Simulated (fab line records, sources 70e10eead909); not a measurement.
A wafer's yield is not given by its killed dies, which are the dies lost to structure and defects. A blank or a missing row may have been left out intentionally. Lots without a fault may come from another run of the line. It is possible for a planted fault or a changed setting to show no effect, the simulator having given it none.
Struck lot and sound lot, side by side | flow nand-harc | 15 out of 1302 route steps
Sound: the wafers L997.1, L997.5, L997.6. Struck: wafers L106.1, L106.3, L106.6. The cause comes at the end.
At each step with rows: each side's tool, then ch and its chambers, then its first start. Under that, the readings that differ: sound wafers | struck wafers | difference of the means | sigmas: that difference in standard deviations of wafers without a fault.
alike: readings with means less than 2 such deviations apart, plus words and numbers identical on both sides. not compared: withheld readings, readings lacking a value on some wafer, bounds such as >300 that could conceal the same value, and numbers that have no deviation in the record and whose values overlap.
The two part at a step that has a row with sigmas, a row that says differs or no value, or rows on one side only. Numbers that don't overlap but have no deviation are shown without sigmas and don't part them. Lack of a reading on every wafer of one side parts them only where that side has two or more wafers.

NHARC_A_M1_OVL_MEAS_10: pitch 240 nm.
  struck on overlay-01, day 27 14:11; sound on overlay-01, day 23 22:44
  alike: overlay-x-nm, overlay-y-nm
NHARC_A_M1_INSPECT_11:
  struck on defect-inspect-02, day 27 14:13; sound on defect-inspect-01, day 23 22:47
  alike: raw-defect-count
then, 1 step without rows for these wafers: NHARC_A_M1_DESCUM_14 (chemistry O2, time 3 s).
NHARC_A_M1_ETCH_35: etches the open film in N2/H2, target depth 40 nm, overetch 12 nm, time 43.94 s.
  sound on rie-diel-11 ch 0,1,3, day 23 22:56; struck on rie-diel-11 ch 0,1,3, day 27 14:22
  alike: drypump-motor-current-A, mfc-ar-sccm, oes-product-au, rf-vpp-V, showerhead-plenum-p-Torr, throttle-valve-pct
  not compared: rf-hours-counter-h
then, 1 step without rows for these wafers: NHARC_A_M1_ETCH_15 (etches the open film in C4F8/Ar, target depth 182.5 nm, time 91.2 s).
NHARC_A_M1_CD_MEAS_16:
  struck on cd-sem-02, day 27 14:35; sound on cd-sem-02, day 23 23:09
  alike: cd-nm
then, 1 step without rows for these wafers: NHARC_A_M1_STRIP_18 (strips in N2/H2).
NHARC_A_M1_ETCH_28: etches the open film in CF4/N2, target depth 30 nm, time 72.99 s.
  sound: rie-diel-04 ch 1,2,3; struck: rie-diel-08 ch 0,2,3
  reading      | sound             | struck            | difference | sigmas
  rf-vpp-V (V) | 316.4 317.4 314.4 | 312.2 313.5 311.1 | -3.8       | -2
  alike: drypump-motor-current-A, mfc-ar-sccm, oes-product-au, showerhead-plenum-p-Torr, throttle-valve-pct
  not compared: rf-hours-counter-h
then, 1 step without rows for these wafers: NHARC_A_M1_STRIP_19 (strips in post etch residue remover, time 600 s).
NHARC_A_M1_DEGAS_29: time 60 s.
  struck on pvd-sputter-03, day 27 15:18; sound on pvd-sputter-01, day 23 23:52
  alike: heater-power-w
NHARC_A_M1_PRE_CLEAN_30: time 30 s.
  sound on pvd-sputter-01; struck on pvd-sputter-03
  alike: heater-power-w
NHARC_A_M1_PVD_20: deposits TaN, target thk 5 nm, time 8.06 s.
  sound on pvd-sputter-01; struck on pvd-sputter-03
  alike: bias-v, cathode-dc-power-W, throttle-valve-pct
NHARC_A_M1_PVD_21: deposits Cu, target thk 30 nm, time 20.49 s.
  struck on pvd-sputter-01, day 27 15:34; sound on pvd-sputter-01, day 24 00:07
  no value came back on the struck wafers for cathode-dc-power-W (W), chamber-pressure-pa (Pa), throttle-valve-pct (%); on the sound wafers cathode-dc-power-W (W) reads 4999.8 4999.1 4999.9
then, 1 step without rows for these wafers: NHARC_A_M1_ECD_22 (material Cu, target thk 400 nm).
NHARC_END_SORT_01:
  sound on prober-02 ch 0, day 25 08:40; struck on prober-02 ch 0, day 29 03:20
  reading                  | sound          | struck                                                               | difference                   | sigmas
  hold                     | - - -          | await-dispo/1.6h/scrap await-dispo/1.6h/scrap await-dispo/1.6h/scrap | no value on the sound wafers |
  defect-limited-yield (%) | 94.2 93.6 92.9 | 0 0 0                                                                | -94                          | -41
  killed-at-array          | 35 42 47       | 675 676 676                                                          | +634                         | +42
  killed-dies              | 39 43 48       | 677 677 677                                                          | +634                         | +42
  sort_bin_2_pct (%)       | 3.1 2.4 3.0    | 93.5 96.3 96.9                                                       | +92.7                        | +93
  sort-n-pass              | 638 634 629    | 0 0 0                                                                | -634                         | -42
  sort-rim-yield-pct (%)   | 92 91 86       | 0 0 0                                                                | -90                          | -19
  sort-yield-pct (%)       | 94.2 93.6 92.9 | 0 0 0                                                                | -94                          | -41
  alike: killed-at-other, killed-at-periphery, killed-open, killed-short, sort_bin_3_pct, sort_bin_4_pct

## WHERE THEY PART
At NHARC_A_M1_ETCH_28 first; at NHARC_END_SORT_01 last (within this record only).

WHY: what the simulator had put in
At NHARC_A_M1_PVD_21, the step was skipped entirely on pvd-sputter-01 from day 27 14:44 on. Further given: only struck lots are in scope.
